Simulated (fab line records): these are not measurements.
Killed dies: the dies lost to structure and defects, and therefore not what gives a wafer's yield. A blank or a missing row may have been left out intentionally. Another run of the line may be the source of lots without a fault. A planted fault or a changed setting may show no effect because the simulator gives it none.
Which tool is to blame? + flow nand-harc + 22 lots, 66 wafers sampled, at 3 steps of a route of 1302

## WHAT EACH GAUGE READ, for each wafer
NHARC_A_CHANNEL_HOLE_D2_CD_MEAS_18.
| lot  | measured     | on        | cd-nm (nm)        |
|------|--------------|-----------|-------------------|
| L074 | day 13 21:17 | cd-sem-01 | 100.1 98.8 100.9  |
| L075 | day 13 19:17 | cd-sem-02 | 94.8 96.3 99.1    |
| L076 | day 14 03:41 | cd-sem-03 | 99.6 100.3 98.2   |
| L077 | day 14 05:14 | cd-sem-01 | 98.4 98.6 100.1   |
| L078 | day 15 03:04 | cd-sem-02 | 98.2 99.4 99.5    |
| L079 | day 15 02:54 | cd-sem-03 | 101.5 97.3 99.0   |
| L080 | day 15 20:16 | cd-sem-01 | 99.1 97.4 100.2   |
| L082 | day 16 21:47 | cd-sem-03 | 95.0 98.8 95.4    |
| L083 | day 17 13:37 | cd-sem-02 | 97.0 99.7 99.9    |
| L084 | day 17 14:05 | cd-sem-01 | 98.6 101.1 99.9   |
| L085 | day 17 21:05 | cd-sem-02 | 100.8 101.9 100.8 |
| L086 | day 17 21:54 | cd-sem-02 | 99.6 100.4 100.6  |
| L087 | day 18 13:19 | cd-sem-01 | 96.3 100.0 98.6   |
| L088 | day 19 13:32 | cd-sem-02 | 99.0 97.3 99.4    |
| L089 | day 19 13:23 | cd-sem-03 | 100.2 101.7 99.9  |
| L090 | day 20 08:52 | cd-sem-01 | 100.5 98.6 99.9   |
| L092 | day 20 20:41 | cd-sem-02 | 102.1 99.8 100.7  |
| L091 | day 20 20:08 | cd-sem-02 | 100.8 97.3 96.6   |
| L093 | day 21 08:37 | cd-sem-03 | 99.4 101.0 99.3   |
| L094 | day 21 17:29 | cd-sem-03 | 100.7 101.3 96.8  |
| L095 | day 22 11:29 | cd-sem-03 | 102.6 96.0 101.3  |
| L097 | day 22 11:52 | cd-sem-03 | 100.0 99.6 97.2   |

## TOOL THAT RAN EACH LOT (tool first, then ch and the chambers of the sampled wafers, then the start)
| lot  | NHARC_A_CHANNEL_HOLE_D1_ETCH_21  | NHARC_A_CHANNEL_HOLE_D2_DESCUM_15  |
|------|----------------------------------|------------------------------------|
| L074 | har-etch-02 ch 0,1, day 8 16:04  | rie-diel-08 ch 2,3, day 13 20:11   |
| L075 | har-etch-01 ch 0,1, day 9 01:47  | rie-diel-06 ch 0,3, day 13 18:10   |
| L076 | har-etch-01 ch 0,1, day 9 11:46  | rie-diel-12 ch 0,2, day 14 02:22   |
| L077 | har-etch-02 ch 0,1, day 9 16:46  | rie-diel-12 ch 0,2,3, day 14 04:10 |
| L078 | har-etch-01 ch 0,1, day 10 10:14 | rie-diel-08 ch 2,3, day 15 01:58   |
| L079 | har-etch-02 ch 0,1, day 10 11:49 | rie-diel-12 ch 0,1,2, day 15 01:48 |
| L080 | har-etch-02 ch 0,1, day 11 11:47 | rie-diel-12 ch 2,3, day 15 19:10   |
| L082 | har-etch-02 ch 0,1, day 12 02:30 | rie-diel-08 ch 1,2,3, day 16 20:41 |
| L083 | har-etch-01 ch 0,1, day 12 16:29 | rie-diel-08 ch 0,1,3, day 17 12:31 |
| L084 | har-etch-02 ch 1, day 12 23:23   | rie-diel-06 ch 1,2,3, day 17 12:59 |
| L085 | har-etch-01 ch 0,1, day 13 06:17 | rie-diel-06 ch 1,2,3, day 17 19:58 |
| L086 | har-etch-02 ch 0,1, day 13 09:52 | rie-diel-12 ch 2,3, day 17 20:35   |
| L087 | har-etch-01 ch 0,1, day 13 18:00 | rie-diel-08 ch 1,2,3, day 18 12:14 |
| L088 | har-etch-02 ch 0,1, day 15 00:01 | rie-diel-08 ch 0,1,2, day 19 12:28 |
| L089 | har-etch-02 ch 0,1, day 15 04:07 | rie-diel-12 ch 0,1,3, day 19 12:17 |
| L090 | har-etch-01 ch 0,1, day 15 16:22 | rie-diel-06 ch 1,2,3, day 20 07:46 |
| L092 | har-etch-02 ch 0,1, day 16 01:01 | rie-diel-06 ch 0,1,3, day 20 19:35 |
| L091 | har-etch-01 ch 0,1, day 16 01:08 | rie-diel-08 ch 1,2,3, day 20 19:02 |
| L093 | har-etch-02 ch 0,1, day 16 07:56 | rie-diel-08 ch 0,1,3, day 21 07:31 |
| L094 | har-etch-01 ch 0,1, day 17 02:26 | rie-diel-12 ch 1,3, day 21 16:24   |
| L095 | har-etch-01 ch 0,1, day 17 14:28 | rie-diel-06 ch 0,3, day 22 10:22   |
| L097 | har-etch-01 ch 0,1, day 17 22:44 | rie-diel-08 ch 0,3, day 22 10:46   |
- NHARC_A_CHANNEL_HOLE_D1_ETCH_21: etches the open film in C4F8/O2/Ar, time 514.3 s, target depth 1600 nm.
- NHARC_A_CHANNEL_HOLE_D2_DESCUM_15: chemistry O2, time 3 s.

## WHAT THE TOOLS THEMSELVES READ (means of the sampled wafers that have a number; where no wafer has one, the mark that the record gives instead)
NHARC_A_CHANNEL_HOLE_D1_ETCH_21.
| lot  | tool        | chamber-pressure-mTorr (mTorr) | drypump-motor-current-A (A) | showerhead-plenum-p-Torr (Torr) | throttle-valve-pct (%) |
|------|-------------|--------------------------------|-----------------------------|---------------------------------|------------------------|
| L074 | har-etch-02 | 20.000                         | 5.89                        | 3.68                            | 32.163                 |
| L075 | har-etch-01 | 20.002                         | 5.59                        | 3.63                            | 32.158                 |
| L076 | har-etch-01 | 20.013                         | 5.58                        | 3.59                            | 32.149                 |
| L077 | har-etch-02 | 19.998                         | 5.89                        | 3.67                            | 32.156                 |
| L078 | har-etch-01 | 19.983                         | 5.59                        | 3.58                            | 32.152                 |
| L079 | har-etch-02 | 19.987                         | 5.88                        | 3.67                            | 32.160                 |
| L080 | har-etch-02 | 19.995                         | 5.89                        | 3.66                            | 32.162                 |
| L082 | har-etch-02 | 19.989                         | 5.89                        | 3.66                            | 32.163                 |
| L083 | har-etch-01 | 19.988                         | 5.58                        | 3.57                            | 32.148                 |
| L084 | har-etch-02 | 20.000                         | 5.94                        | 3.73                            | 32.155                 |
| L085 | har-etch-01 | 19.992                         | 5.59                        | 3.59                            | 32.157                 |
| L086 | har-etch-02 | 19.997                         | 5.84                        | 3.56                            | 32.152                 |
| L087 | har-etch-01 | 19.992                         | 5.60                        | 3.59                            | 32.153                 |
| L088 | har-etch-02 | 20.009                         | 5.88                        | 3.63                            | 32.156                 |
| L089 | har-etch-02 | 19.999                         | 5.89                        | 3.63                            | 32.154                 |
| L090 | har-etch-01 | 20.003                         | 5.58                        | 3.58                            | 32.158                 |
| L092 | har-etch-02 | 20.006                         | 5.90                        | 3.62                            | 32.145                 |
| L091 | har-etch-01 | 19.994                         | 5.58                        | 3.54                            | 32.159                 |
| L093 | har-etch-02 | 19.992                         | 5.90                        | 3.62                            | 32.155                 |
| L094 | har-etch-01 | 19.995                         | 5.59                        | 3.57                            | 32.156                 |
| L095 | har-etch-01 | 20.006                         | 5.61                        | 3.53                            | 32.154                 |
| L097 | har-etch-01 | 19.997                         | 5.59                        | 3.53                            | 32.158                 |

NHARC_A_CHANNEL_HOLE_D2_DESCUM_15.
| lot  | tool        | chamber-pressure-mTorr (mTorr) | drypump-motor-current-A (A) | oes-product-au (a.u.) | rf-vpp-V (V) | showerhead-plenum-p-Torr (Torr) | throttle-valve-pct (%) |
|------|-------------|--------------------------------|-----------------------------|-----------------------|--------------|---------------------------------|------------------------|
| L074 | rie-diel-08 | 60.00                          | 5.2                         | 1.001                 | 57.9         | 1.97                            | 11.315                 |
| L075 | rie-diel-06 | 60.01                          | 5.6                         | 1.021                 | 58.1         | 2.00                            | 11.313                 |
| L076 | rie-diel-12 | 60.05                          | 5.9                         | 1.002                 | 57.6         | 1.87                            | 11.314                 |
| L077 | rie-diel-12 | 60.04                          | 6.1                         | 1.004                 | 57.6         | 1.95                            | 11.313                 |
| L078 | rie-diel-08 | 60.04                          | 5.4                         | 1.004                 | 58.2         | 2.02                            | 11.316                 |
| L079 | rie-diel-12 | 59.98                          | 5.9                         | 0.998                 | 57.4         | 1.93                            | 11.310                 |
| L080 | rie-diel-12 | 59.97                          | 6.3                         | 1.000                 | 58.2         | 1.94                            | 11.312                 |
| L082 | rie-diel-08 | 59.98                          | 5.2                         | 0.997                 | 57.7         | 1.94                            | 11.311                 |
| L083 | rie-diel-08 | 59.97                          | 5.4                         | 1.000                 | 57.5         | 1.91                            | 11.315                 |
| L084 | rie-diel-06 | 59.97                          | 5.4                         | 1.006                 | 58.2         | 1.91                            | 11.311                 |
| L085 | rie-diel-06 | 59.94                          | 5.4                         | 1.011                 | 57.2         | 1.91                            | 11.305                 |
| L086 | rie-diel-12 | 59.97                          | 6.1                         | 1.006                 | 57.7         | 1.87                            | 11.306                 |
| L087 | rie-diel-08 | 60.01                          | 5.2                         | 0.997                 | 57.4         | 1.94                            | 11.319                 |
| L088 | rie-diel-08 | 60.01                          | 5.3                         | 1.007                 | 57.2         | 1.87                            | 11.318                 |
| L089 | rie-diel-12 | 59.96                          | 6.1                         | 1.010                 | 57.8         | 2.00                            | 11.311                 |
| L090 | rie-diel-06 | 59.97                          | 5.4                         | 1.003                 | 57.8         | 1.90                            | 11.313                 |
| L092 | rie-diel-06 | 60.01                          | 5.4                         | 1.009                 | 57.4         | 1.96                            | 11.316                 |
| L091 | rie-diel-08 | 59.99                          | 5.2                         | 0.993                 | 57.2         | 1.94                            | 11.321                 |
| L093 | rie-diel-08 | 60.02                          | 5.4                         | 1.014                 | 57.7         | 1.91                            | 11.309                 |
| L094 | rie-diel-12 | 59.97                          | 6.0                         | 0.996                 | 58.1         | 1.98                            | 11.311                 |
| L095 | rie-diel-06 | 60.05                          | 5.6                         | 1.003                 | 58.3         | 1.97                            | 11.312                 |
| L097 | rie-diel-08 | 60.02                          | 5.6                         | 1.026                 | 57.4         | 1.90                            | 11.315                 |

## THE ANSWER, worked out from the rows above alone
Rule: the usual values come from the lots themselves. Put in order of their means at a reading, lots are off if they are a third of the lots or fewer, leave a main group of 4 or more, and stand apart from it by a gap of 3 or more times the standard deviation of the main group's means; of several such gaps the widest counts. A main group whose means are all the same, to the digits that the tables above print for the reading, isn't used. Also off: a lot with no number at a reading for which 4 or more lots have one. Where the step has rows for the other lots, those lots are counted as sound. The gauges are gone through in route order, then the tools' own readings, and for those a lot's mean is taken as printed above. The first step at which some lot is off is used, and at that step the reading that is off furthest; a lot without a number counts as furthest.
No lot is off on any of the readings shown, so nothing can be concluded from this.

## WHAT THE SIMULATOR HAD INSERTED
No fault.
